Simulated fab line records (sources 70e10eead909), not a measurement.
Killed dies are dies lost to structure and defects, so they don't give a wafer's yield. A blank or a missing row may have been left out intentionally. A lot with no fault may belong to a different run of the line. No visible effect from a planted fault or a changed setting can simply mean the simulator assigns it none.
The tool behind it: which one? / flow nand-harc / 12 lots, 36 wafers sampled, at 2 steps of a route of 1159

WHAT EACH GAUGE READ, for each wafer
NHARC_P_BONDPAD_CD_MEAS_13.
lot=L075; measured=day 6 17:28; on=cd-sem-02; cd-nm (nm)=498.8 497.5 499.5
lot=L077; measured=day 7 05:52; on=cd-sem-01; cd-nm (nm)=498.5 496.2 494.1
lot=L079; measured=day 7 15:37; on=cd-sem-02; cd-nm (nm)=497.7 495.0 498.1
lot=L082; measured=day 8 09:06; on=cd-sem-03; cd-nm (nm)=497.0 496.0 503.4
lot=L083; measured=day 8 10:39; on=cd-sem-02; cd-nm (nm)=496.4 499.3 495.2
lot=L084; measured=day 8 22:04; on=cd-sem-02; cd-nm (nm)=495.9 494.3 491.5
lot=L086; measured=day 9 11:44; on=cd-sem-01; cd-nm (nm)=495.6 495.9 496.1
lot=L090; measured=day 10 00:37; on=cd-sem-01; cd-nm (nm)=497.8 500.6 497.7
lot=L092; measured=day 10 15:51; on=cd-sem-03; cd-nm (nm)=496.6 500.5 494.2
lot=L093; measured=day 11 03:06; on=cd-sem-01; cd-nm (nm)=498.8 493.3 501.2
lot=L095; measured=day 11 15:28; on=cd-sem-02; cd-nm (nm)=492.7 497.3 498.5
lot=L097; measured=day 11 21:38; on=cd-sem-02; cd-nm (nm)=499.6 494.9 495.3

EACH LOT AND THE TOOL THAT RAN IT (in order: tool; ch and the chambers of the sampled wafers; start)
lot=L075; NHARC_P_BONDPAD_CMP_32=cmp-04 ch 1,2,3, day 6 16:10
lot=L077; NHARC_P_BONDPAD_CMP_32=cmp-04 ch 0,1, day 7 04:33
lot=L079; NHARC_P_BONDPAD_CMP_32=cmp-01 ch 0,1, day 7 14:23
lot=L082; NHARC_P_BONDPAD_CMP_32=cmp-03 ch 0,2,3, day 8 07:47
lot=L083; NHARC_P_BONDPAD_CMP_32=cmp-04 ch 1,3, day 8 09:17
lot=L084; NHARC_P_BONDPAD_CMP_32=cmp-04 ch 0,2,3, day 8 20:43
lot=L086; NHARC_P_BONDPAD_CMP_32=cmp-04 ch 1,3, day 9 10:20
lot=L090; NHARC_P_BONDPAD_CMP_32=cmp-03 ch 1,2, day 9 23:25
lot=L092; NHARC_P_BONDPAD_CMP_32=cmp-04 ch 0,1,3, day 10 14:34
lot=L093; NHARC_P_BONDPAD_CMP_32=cmp-04 ch 2,3, day 11 01:44
lot=L095; NHARC_P_BONDPAD_CMP_32=cmp-01 ch 2,3, day 11 14:06
lot=L097; NHARC_P_BONDPAD_CMP_32=cmp-03 ch 1,2,3, day 11 20:27
- NHARC_P_BONDPAD_CMP_32: polishes SiCN, target thk 200 nm.

THE ANSWER, worked out from the rows above alone
Rule: what is usual is taken from the lots themselves. Put in order of their means at a reading, lots are off if they are a third of the lots or fewer, leave a main group of 4 or more, and stand apart from it by a gap of 3 or more times the standard deviation of the main group's means; of several such gaps the widest counts. A main group is skipped when, at the precision printed for the reading in the tables above, its means are all equal. Also off: a lot with no number at a reading for which 4 or more lots have one. The other lots that the step has rows for count as sound.
None of the lots is off at any reading shown; this tells nothing.

WHAT WAS PUT IN BY THE SIMULATOR
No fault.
